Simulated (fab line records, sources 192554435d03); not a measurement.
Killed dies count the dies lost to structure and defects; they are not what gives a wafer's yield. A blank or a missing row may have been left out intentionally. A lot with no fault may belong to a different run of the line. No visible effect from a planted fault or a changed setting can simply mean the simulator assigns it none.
Which tool was responsible? || flow n5 finfet || route of 1938 steps, sampled at 1 step: 24 lots, 72 wafers

== WHAT THE GAUGES READ, wafer by wafer ==
N5_DUMMY_GATE_THK_MEAS_05. Usual: 71.4 nm for thk nm, sd 1.2.
{"lot": "L074", "measured": "day 2 20:49", "on": "film metro-02", "thk nm (nm)": "68.6 71.0 70.1", "flag": ""}
{"lot": "L075", "measured": "day 3 00:26", "on": "film metro-01", "thk nm (nm)": "72.8 71.9 71.4", "flag": ""}
{"lot": "L076", "measured": "day 3 07:59", "on": "film metro-01", "thk nm (nm)": "70.9 72.2 68.7", "flag": ""}
{"lot": "L077", "measured": "day 3 12:02", "on": "film metro-02", "thk nm (nm)": "70.7 71.3 70.6", "flag": ""}
{"lot": "L078", "measured": "day 3 18:47", "on": "film metro-01", "thk nm (nm)": "70.0 71.7 70.4", "flag": ""}
{"lot": "L079", "measured": "day 3 23:35", "on": "film metro-02", "thk nm (nm)": "71.6 73.9 70.2", "flag": ""}
{"lot": "L080", "measured": "day 4 04:41", "on": "film metro-01", "thk nm (nm)": "74.0 70.1 72.5", "flag": ""}
{"lot": "L081", "measured": "day 4 13:29", "on": "film metro-02", "thk nm (nm)": "72.7 69.9 70.7", "flag": ""}
{"lot": "L082", "measured": "day 4 16:40", "on": "film metro-01", "thk nm (nm)": "73.0 72.5 74.3", "flag": ""}
{"lot": "L083", "measured": "day 5 00:53", "on": "film metro-02", "thk nm (nm)": "70.0 68.6 70.1", "flag": ""}
{"lot": "L084", "measured": "day 5 05:48", "on": "film metro-02", "thk nm (nm)": "71.8 70.7 70.2", "flag": ""}
{"lot": "L085", "measured": "day 5 19:41", "on": "film metro-02", "thk nm (nm)": "71.2 71.4 72.2", "flag": ""}
{"lot": "L086", "measured": "day 5 21:01", "on": "film metro-02", "thk nm (nm)": "72.0 72.5 70.8", "flag": ""}
{"lot": "L087", "measured": "day 6 01:01", "on": "film metro-02", "thk nm (nm)": "72.1 71.1 71.3", "flag": ""}
{"lot": "L088", "measured": "day 6 07:31", "on": "film metro-02", "thk nm (nm)": "72.2 71.8 71.0", "flag": ""}
{"lot": "L089", "measured": "day 6 13:10", "on": "film metro-01", "thk nm (nm)": "71.9 69.5 69.7", "flag": ""}
{"lot": "L090", "measured": "day 6 17:07", "on": "film metro-01", "thk nm (nm)": "70.7 72.2 70.8", "flag": ""}
{"lot": "L091", "measured": "day 7 02:31", "on": "film metro-02", "thk nm (nm)": "72.2 72.1 72.5", "flag": ""}
{"lot": "L092", "measured": "day 7 05:25", "on": "film metro-02", "thk nm (nm)": "71.5 71.8 71.3", "flag": ""}
{"lot": "L093", "measured": "day 7 14:25", "on": "film metro-02", "thk nm (nm)": "71.0 71.0 70.6", "flag": ""}
{"lot": "L094", "measured": "day 7 19:19", "on": "film metro-02", "thk nm (nm)": "70.6 70.4 70.8", "flag": ""}
{"lot": "L095", "measured": "day 8 00:49", "on": "film metro-02", "thk nm (nm)": "70.3 71.4 73.8", "flag": ""}
{"lot": "L096", "measured": "day 8 05:16", "on": "film metro-01", "thk nm (nm)": "74.4 72.3 73.6", "flag": ""}
{"lot": "L097", "measured": "day 8 11:27", "on": "film metro-01", "thk nm (nm)": "73.1 70.0 71.2", "flag": ""}

== WHAT TOOL EACH LOT RAN ON (gives the tool, then ch and the chambers of the sampled wafers, and finally the start) ==
Record: no process step prior to these readings.

== WHAT THE TOOLS THEMSELVES READ (means of the sampled wafers that have a number; where no wafer has one, the mark that the record gives instead) ==
The record holds no such reading with a usual standard deviation.

== THE ANSWER, worked out from the rows above alone ==
Rule: lot off if the mean of its wafers having a number is beyond 3 standard deviations from the usual mean. A lot without any number at a reading at which 4 lots or more have one is off too. The other lots that the step has rows for count as sound. Order of review: gauges by route order, followed by the tools' own readings, for which a lot's mean as printed above is used. The first step at which some lot is off is used, and at that step the reading that is off furthest; a lot without a number counts as furthest.
No lot is off on any of the readings shown, so nothing can be concluded from this.

== WHAT THE SIMULATOR HAD INSERTED ==
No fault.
